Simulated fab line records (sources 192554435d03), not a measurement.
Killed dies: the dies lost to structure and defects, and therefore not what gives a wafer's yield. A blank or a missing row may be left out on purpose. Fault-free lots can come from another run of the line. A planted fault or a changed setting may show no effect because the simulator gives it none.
A single fault, viewed from 3 desks -- flow n5-finfet -- only its own numbers are on each desk; what lay behind them is given at the end

== TOOL OWNER'S DESK, rie-diel-01 ==
The tool's own readings at N5_BEOL_M10_VIA_ETCH_34 (etches SiCOH lowk in C4F6/O2, target depth 184.5 nm, time 69.2 s): means of the sampled wafers that have a number, for each lot that ran on this tool. If a lot's mean is further than 4 standard deviations from the usual mean, the lot is out of limits and carries the mark OUT (the distance appears in the brackets).
Columns: A = drypump-motor-current-A at N5_BEOL_M10_VIA_ETCH_34, usual 5.9 A; B = oes_o_777_au at N5_BEOL_M10_VIA_ETCH_34, usual 0.78 a.u.; C = oes-product-au at N5_BEOL_M10_VIA_ETCH_34, usual 0.78 a.u.; D = rf-vpp-V at N5_BEOL_M10_VIA_ETCH_34, usual 665 V; E = run-length-s at N5_BEOL_M10_VIA_ETCH_34, usual 92.2 s; F = showerhead-plenum-p-Torr at N5_BEOL_M10_VIA_ETCH_34, usual 2.81 Torr; G = throttle-valve-pct at N5_BEOL_M10_VIA_ETCH_34, usual 20.89 %
lot,first seen here,A,B,C,D,E,F,G
L448,day 12 00:46,5.9,0.83,0.83,665,92.2,2.75,20.74
L451,day 13 00:50,6.2,0.74,0.73,667,98.9 (+12) OUT,2.77,20.71
L450,day 13 01:19,6.1,0.79,0.78,668,99.2 (+13) OUT,2.72,20.55
L454,day 14 01:18,6.2,0.88,0.88,668,98.9 (+12) OUT,2.77,20.56
This desk finds L450, L451, L454 out of limits, L451 being first, at day 13 00:50 (run-length-s at N5_BEOL_M10_VIA_ETCH_34). Within limits: L448.

== THE DEFECT DESK ==
For each lot, the counts of the inspections along the route, averaged over the sampled wafers that have a number. If a lot's mean is further than 4 standard deviations from the usual mean, the lot is out of limits and carries the mark OUT (the distance appears in the brackets).
Columns: A = raw-defect-count at N5_BEOL_M10_INSPECT_30, usual 373
lot,first seen here,A
L444,day 11 16:01,325
L448,day 12 00:20,385
L451,day 13 00:35,487
L450,day 13 00:45,357
L454,day 14 01:04,384
L460,day 15 05:04,321
L465,day 16 09:22,395
This desk's finding: nothing out of limits on any of the 7 lots.

== THE METROLOGY DESK ==
What the gauges read for every lot (on any tool): the sampled wafers with a number, averaged. If a lot's mean is further than 4 standard deviations from the usual mean, the lot is out of limits and carries the mark OUT (the distance appears in the brackets).
Columns: A = cd-nm at N5_BEOL_M10_CD_MEAS_28, usual 70.0 nm; B = V9_OVL at N5_BEOL_M10_OVL_MEAS_29, usual -0.6 nm
lot,first seen here,A,B
L444,day 11 15:58,69.9,-0.6
L448,day 12 00:17,70.5,-2.2
L451,day 13 00:32,69.9,-0.6
L450,day 13 00:42,69.8,-0.8
L454,day 14 01:01,69.8,-0.9
L460,day 15 05:01,69.9,-0.9
L465,day 16 09:19,71.7,0.4
This desk's finding: nothing out of limits on any of the 7 lots.

== ALL TOGETHER ==
At day 13 00:50, on L450, L451, L454, the tool owner's desk was in a position to raise an alarm.
No out-of-limits result turned up at the defect desk.
Metrology desk: nothing out of limits seen.
The defect desk has L450, L451, L454 on record, within its limits.
The metrology desk has L450, L451, L454 on record, within its limits.
The lots listed all ran N5_BEOL_M10_VIA_ETCH_34 on rie-diel-01.

== WHAT HAD BEEN PUT IN BY THE SIMULATOR ==
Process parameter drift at N5_BEOL_M10_VIA_ETCH_34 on rie-diel-01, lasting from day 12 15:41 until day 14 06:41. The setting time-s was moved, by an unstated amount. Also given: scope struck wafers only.
Shown lots that were struck: L450, L451, L454.
Time in hours from fault onset to the first out-of-limits reading at each desk: the tool owner's desk, 9.
